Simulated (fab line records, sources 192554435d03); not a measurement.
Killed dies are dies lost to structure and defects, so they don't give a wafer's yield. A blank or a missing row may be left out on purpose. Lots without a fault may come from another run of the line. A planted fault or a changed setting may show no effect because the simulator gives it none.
fab line records | flow n5_finfet
record lots=15 wafers=38 last_day=17
route steps=1938 shown BEOL_M3@1012 BEOL_M4@1023
lots that met no fault: from a run of the same line without faults
start_h: hours from the record's first day to the start of the lot's first wafer shown | wait_h: hours since the lot's step before | " the same as in the row above | L1.1+2: a row that stands for several wafers | - no value, or no start given | * or withheld: withheld | < > ~ a bound
route shown NAME@n: a module of which the file shows steps, and the number in the route of the first | usual: mean/standard deviation of fault-free wafers | same: alike in all rows | chamber/n: place in a boat | sites: the reading at each site | _std_site: their standard deviation | _edge_site: outer sites' mean less inner sites' | radius_mm: how far each site lies from the wafer's centre | mask NAME#n: copy n | behind: the tool/chamber that last shaped the wafer | hold: why the lot was held/for how many hours/how that ended | device: the transistor (n, p or np) that didn't switch | end of line: the same wafers' tests at the end of the route | a step without rows: its recipe alone | killed: dies lost to structure and defects at the first sort, not the wafer's yield | map: a wafer's dies, x killed, . not, _ none there
set.NAME: the setting as run; set.NAME@STEP: as run at that earlier step | model.NAME: the simulator's own value behind a step, which no gauge read
steps of the route over a sample of lots; a table a step, a row a wafer
services: from which hour (start_h, from the record's first day; less than 0 if before it) a tool's chamber was out of use, for how many hours, and why
## steps
# step N5_BEOL_M3_ANNEAL_51
# recipe temp_c=225 time_s=90 ambient=N2
# usual wafer_temp_C_max=225.98/0.3
# columns lot.wafer tool chamber start_h wait_h wafer_temp_C_max
L215.4 rtp_anneal-01 0 158.53 0.2 226.33
L215.5 " 0 " " 226.07
L215.6 " 0 " " 225.94
L218.2 rtp_anneal-01 0 173.15 0.1 225.58
L218.3 " 0 " " 225.84
L217.3 rtp_anneal-02 0 174.52 0.3 226.23
L217.6 " 0 " " 226.13
L219.1 rtp_anneal-01 0 180.55 0.1 225.82
L219.2 " 0 " " 225.70
L220.3 rtp_anneal-01 0 184.92 0.4 225.92
L220.5 " 0 " " 225.60
L221.1 rtp_anneal-02 0 189.12 0.1 226.50
L221.6 " 0 " " 226.03
L222.1 rtp_anneal-02 0 197.06 0.1 226.20
L222.3 " 0 " " 225.88
L224.2 rtp_anneal-01 0 211.25 0.1 226.37
L224.3 " 0 " " 225.69
L224.6 " 0 " " 225.78
L225.2 rtp_anneal-01 0 214.76 0.1 225.86
L225.5 " 0 " " 225.84
L229.1 rtp_anneal-02 0 237.28 0.1 226.06
L229.2 " 0 " " 225.98
L229.3 " 0 " " 226.13
L228.1 rtp_anneal-01 0 247.47 0.1 225.51
L228.5 " 0 " " 225.51
L228.6 " 0 " " 225.95
L230.1 rtp_anneal-02 0 250.35 0.1 226.00
L230.3 " 0 " " 225.99
L230.5 " 0 " " 226.33
L235.2 rtp_anneal-01 0 272.24 0.1 226.18
L235.5 " 0 " " 225.76
L235.6 " 0 " " 225.85
L236.4 rtp_anneal-01 0 282.38 0.2 225.69
L236.5 " 0 " " 225.76
L236.6 " 0 " " 225.59
L237.2 rtp_anneal-01 0 297.84 0.1 225.63
L237.4 " 0 " " 226.10
L237.6 " 0 " " 225.87
# step N5_BEOL_M3_CO_CAP_55
# recipe material=Co target_thk_a=20 temp_c=200 precursor=CCTBA/H2 pressure_torr=30 time_s=102.1
# usual heater_power_w=240/18
# columns lot.wafer tool chamber start_h wait_h heater_power_w since_wet_clean_h
L215.4 cvd_co-01 0 159.11 0.0 220 -
L215.5 " 1 " " 248 -
L215.6 " 2 " " 258 -
L218.2 cvd_co-02 0 173.79 0.0 274 934
L218.3 " 1 " " 235 37
L217.3 cvd_co-01 0 175.10 0.0 214 716
L217.6 " 0 " " 219 -
L219.1 cvd_co-01 1 181.25 0.0 245 1160
L219.2 " 2 " " 255 263
L220.3 cvd_co-01 1 185.50 0.0 245 1164
L220.5 " 2 " " 255 -
L221.1 cvd_co-02 1 189.78 0.0 228 53
L221.6 " 0 " " 271 -
L222.1 cvd_co-02 1 197.75 0.0 230 61
L222.3 " 0 " " 278 958
L224.2 cvd_co-01 2 211.87 0.0 256 294
L224.3 " 1 " " 247 1191
L224.6 " 2 " " 260 -
L225.2 cvd_co-02 1 215.46 0.0 231 79
L225.5 " 2 " " 224 -
L229.1 cvd_co-02 2 237.95 0.0 230 539
L229.2 " 1 " " 228 101
L229.3 " 0 " " 269 998
L228.1 cvd_co-01 0 248.19 0.0 215 790
L228.5 " 0 " " 215 -
L228.6 " 2 " " 254 -
L230.1 cvd_co-02 1 251.02 0.0 233 114
L230.3 " 2 " " 226 552
L230.5 " 2 " " 230 -
L235.2 cvd_co-01 0 272.94 0.0 214 814
L235.5 " 2 " " 257 -
L235.6 " 0 " " 216 -
L236.4 cvd_co-01 2 283.06 0.0 254 -
L236.5 " 0 " " 217 -
L236.6 " 1 " " 243 -
L237.2 cvd_co-01 2 298.46 0.0 251 380
L237.4 " 0 " " 218 -
L237.6 " 2 " " 260 -
# step N5_BEOL_M4_PECVD_72
# recipe material=SiO2 target_thk_a=160 temp_c=400 precursor=TEOS/O2 pressure_torr=5.5 rf_w=450 teos_flow_sccm=53.8 gas=O2 flow_sccm=3000 time_s=18
# usual heater_power_w=686/77 rf_fwd_power_W=444.5/2.3 showerhead_plenum_p_Torr=8.78/0.05 throttle_valve_pct=23.0/0.83
# columns lot.wafer tool chamber start_h wait_h heater_power_w rf_fwd_power_W showerhead_plenum_p_Torr since_wet_clean_h throttle_valve_pct
L215.4 pecvd-03 1 159.46 0.1 771 447.3 8.70 - 22.8
L215.5 " 0 " " 612 446.1 8.84 - 24.1
L215.6 " 2 " " 644 443.1 8.80 - 21.7
L218.2 pecvd-03 0 174.14 0.0 632 443.1 8.86 1059 24.4
L218.3 " 1 " " 665 445.4 8.69 1784 22.7
L217.3 pecvd-01 2 175.45 0.0 632 447.0 8.79 488 22.1
L217.6 " 2 " " 660 444.9 8.78 - 22.0
L219.1 pecvd-03 0 181.60 0.0 628 443.5 8.83 1067 24.5
L219.2 " 1 " " 720 445.1 8.68 1792 22.8
L220.3 pecvd-03 1 185.85 0.0 678 446.0 8.67 1796 23.0
L220.5 " 0 " " 645 446.5 8.87 - 24.2
L221.1 pecvd-04 2 190.13 0.0 699 443.7 8.71 139 22.9
L221.6 " 1 " " 710 444.4 8.82 - 22.5
L222.1 pecvd-01 1 198.12 0.0 817 445.7 8.79 1989 23.4
L222.3 " 0 " " 688 444.0 8.78 1264 23.8
L224.2 pecvd-03 0 212.25 0.0 579 442.7 8.86 1097 24.3
L224.3 " 1 " " 855 446.7 8.69 1822 22.7
L224.6 " 0 " " 574 446.0 8.85 - 24.2
L225.2 pecvd-03 0 215.81 0.0 611 445.3 8.82 1101 24.4
L225.5 " 2 " " 602 441.6 8.78 - 21.9
L229.1 pecvd-04 0 238.30 0.0 659 442.6 8.74 942 23.0
L229.2 " 1 " " 870 441.2 8.86 1667 22.2
L229.3 " 2 " " 706 447.2 8.73 187 23.3
L228.1 pecvd-03 0 248.54 0.0 661 444.0 8.83 1134 24.3
L228.5 " 2 " " 640 441.3 8.78 - 22.0
L228.6 " 1 " " 764 447.2 8.69 - 22.9
L230.1 pecvd-01 1 251.37 0.0 793 445.5 8.78 2043 23.3
L230.3 " 2 " " 614 444.9 8.78 564 22.0
L230.5 " 0 " " 670 443.5 8.79 - 23.7
L235.2 pecvd-03 1 273.29 0.0 777 445.2 8.69 1883 22.6
L235.5 " 2 " " 618 441.3 8.79 - 22.3
L235.6 " 0 " " 648 443.8 8.86 - 24.5
L236.4 pecvd-01 2 283.41 0.1 575 446.9 8.79 - 22.3
L236.5 " 1 " " 709 447.2 8.78 - 23.3
L236.6 " 2 " " 561 444.9 8.79 - 22.3
L237.2 pecvd-04 0 298.86 0.0 590 442.3 8.74 1003 23.2
L237.4 " 1 " " 719 441.4 8.82 - 22.3
L237.6 " 0 " " 582 442.2 8.74 - 23.4
# step N5_BEOL_M4_DEVELOP_10
# recipe develop_time_s=30 developer=TMAH resist=CAR-EUV rinse_liquid=surfactant_rinse dry=air_spin dev_temp_c=23
# usual chill_plate_temp_C=23.00/0.1 develop_time_s=30/0
# columns lot.wafer tool chamber start_h wait_h chill_plate_temp_C develop_time_s
L215.4 litho_track-02 0 159.83 - 22.97 30
L215.5 " 0 " " 22.93 30
L215.6 " 0 " " 22.91 30
L218.2 litho_track-03 0 174.84 - 22.89 30
L218.3 " 0 " " 22.99 30
L217.3 litho_track-02 0 179.53 - 23.08 30
L217.6 " 0 " " 22.93 30
L219.1 litho_track-04 0 183.71 - 23.12 30
L219.2 " 0 " " 23.21 30
L220.3 litho_track-03 0 186.76 - 23.00 30
L220.5 " 0 " " 23.05 30
L221.1 litho_track-03 0 190.91 - 22.97 30
L221.6 " 0 " " 22.98 30
L222.1 litho_track-02 0 200.70 - 23.08 30
L222.3 " 0 " " 23.00 30
L224.2 litho_track-03 0 214.63 - 22.85 30
L224.3 " 0 " " 22.94 30
L224.6 " 0 " " 22.97 30
L225.2 litho_track-04 0 217.52 - 22.87 30
L225.5 " 0 " " 23.00 30
L229.1 litho_track-02 - 239.62 - - -
L229.2 " - " " - -
L229.3 " - " " - -
L228.1 litho_track-02 - 249.50 - - -
L228.5 " - " " - -
L228.6 " - " " - -
L230.1 litho_track-02 - 251.77 - - -
L230.3 " - " " - -
L230.5 " - " " - -
L235.2 litho_track-02 0 275.67 - 22.88 30
L235.5 " 0 " " 23.03 30
L235.6 " 0 " " 23.00 30
L236.4 litho_track-02 0 285.99 - 22.96 30
L236.5 " 0 " " 22.98 30
L236.6 " 0 " " 23.16 30
L237.2 litho_track-02 0 300.00 - 22.90 30
L237.4 " 0 " " 22.93 30
L237.6 " 0 " " 23.01 30
## services
# columns tool chamber start_h hours kind
pecvd-03 1 146.17 2.1 scheduled_down
pecvd-03 - 150.42 1.3 repair
cvd_co-02 2 167.15 5.6 repair
pecvd-01 - 177.10 1.7 repair
pecvd-04 0 193.65 15.3 repair
pecvd-03 2 194.62 2.1 scheduled_down
cvd_co-01 - 220.05 1.5 repair
pecvd-03 0 235.17 7.8 repair
pecvd-04 1 244.42 4.1 repair
pecvd-01 - 264.89 5.5 pm
pecvd-01 0 278.05 5.5 scheduled_down
cvd_co-02 0 280.72 8.7 repair
pecvd-03 2 292.78 6.0 repair
## key
first_sign step=N5_BEOL_M4_DEVELOP_10 reading=tool_record direction=missing
effect none on later readings
met_at N5_BEOL_M4_DEVELOP_10
struck_lots L228,L229,L230
later_rows_left_out L228.1,L228.5,L228.6,L229.1,L229.2,L229.3,L230.1,L230.3,L230.5
sort_left_out L228.1,L228.5,L228.6,L229.1,L229.2,L229.3,L230.1,L230.3,L230.5
not_acting_at N5_BEOL_M3_ANNEAL_51,N5_BEOL_M3_CO_CAP_55,N5_BEOL_M4_PECVD_72
onset_between 200.70 239.62
fault kind=skipped_step_whole tool=litho_track-02 chamber=- onset_h=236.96 steps=N5_BEOL_M4_DEVELOP_10 scope=struck_lots_only
# sort_left_out: the simulated sort isn't trusted on such a fault, so these wafers' sort isn't shown, and their yield isn't known
# later_rows_left_out: the simulator's readings of these wafers behind a module that went badly wrong aren't trusted and aren't shown, but for the sort
